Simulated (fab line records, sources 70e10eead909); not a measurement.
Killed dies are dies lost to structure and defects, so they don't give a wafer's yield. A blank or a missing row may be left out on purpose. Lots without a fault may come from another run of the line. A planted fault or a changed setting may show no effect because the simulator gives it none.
Which tool did it? | flow nand_harc | 12 lots, 36 wafers sampled, at 2 steps of a route of 1302

WHAT THE GAUGES READ, wafer by wafer
NHARC_A_CHANNEL_HOLE_D2_INSPECT_12.
lot  | measured     | on                | raw_defect_count
L074 | day 12 13:42 | defect_inspect-02 | 1 4 2
L077 | day 13 03:03 | defect_inspect-01 | 5 4 7
L080 | day 14 11:40 | defect_inspect-01 | 42 56 56
L081 | day 15 10:52 | defect_inspect-02 | 51 47 64
L083 | day 16 03:34 | defect_inspect-02 | 47 51 64
L086 | day 16 16:49 | defect_inspect-01 | 47 46 45
L087 | day 17 03:56 | defect_inspect-01 | 17 10 18
L089 | day 18 00:32 | defect_inspect-01 | 53 53 51
L091 | day 19 05:36 | defect_inspect-01 | 14 14 10
L093 | day 19 18:47 | defect_inspect-01 | 19 15 16
L095 | day 20 23:02 | defect_inspect-02 | 28 27 22
L097 | day 21 12:04 | defect_inspect-02 | 29 26 22

WHICH TOOL RAN EACH LOT (tool, then ch and the chambers of the sampled wafers, then the start)
lot  | NHARC_A_CHANNEL_FILL_D1_ETCHBACK_20
L074 | rie_diel-08 ch 0,2, day 9 05:24
L077 | rie_diel-06 ch 1,2, day 10 02:13
L080 | rie_diel-08 ch 0,1, day 11 07:44
L081 | rie_diel-08 ch 0,2,3, day 12 04:55
L083 | rie_diel-09 ch 0,2,3, day 12 19:14
L086 | rie_diel-08 ch 0,1, day 13 13:56
L087 | rie_diel-09 ch 0,3, day 14 00:44
L089 | rie_diel-09 ch 0,3, day 14 18:08
L091 | rie_diel-06 ch 0,2,3, day 15 22:57
L093 | rie_diel-06 ch 1,2,3, day 16 12:21
L095 | rie_diel-06 ch 1,3, day 17 18:28
L097 | rie_diel-09 ch 1,2,3, day 18 07:25
- NHARC_A_CHANNEL_FILL_D1_ETCHBACK_20: etches the open film in C4F8/O2/Ar, target depth 27 nm, time 13.5 s.

THE ANSWER, worked out from the rows above alone
Rule: what is usual is taken from the lots themselves. Put in order of their means at a reading, lots are off if they are a third of the lots or fewer, leave a main group of 4 or more, and stand apart from it by a gap of 3 or more times the standard deviation of the main group's means; of several such gaps the widest counts. A main group whose means are all the same, to the digits that the tables above print for the reading, isn't used. A lot without any number at a reading at which 4 lots or more have one is off too. The other lots that the step has rows for count as sound.
No lot is off at any reading shown: from this, nothing can be told.

WHAT THE SIMULATOR HAD PUT IN
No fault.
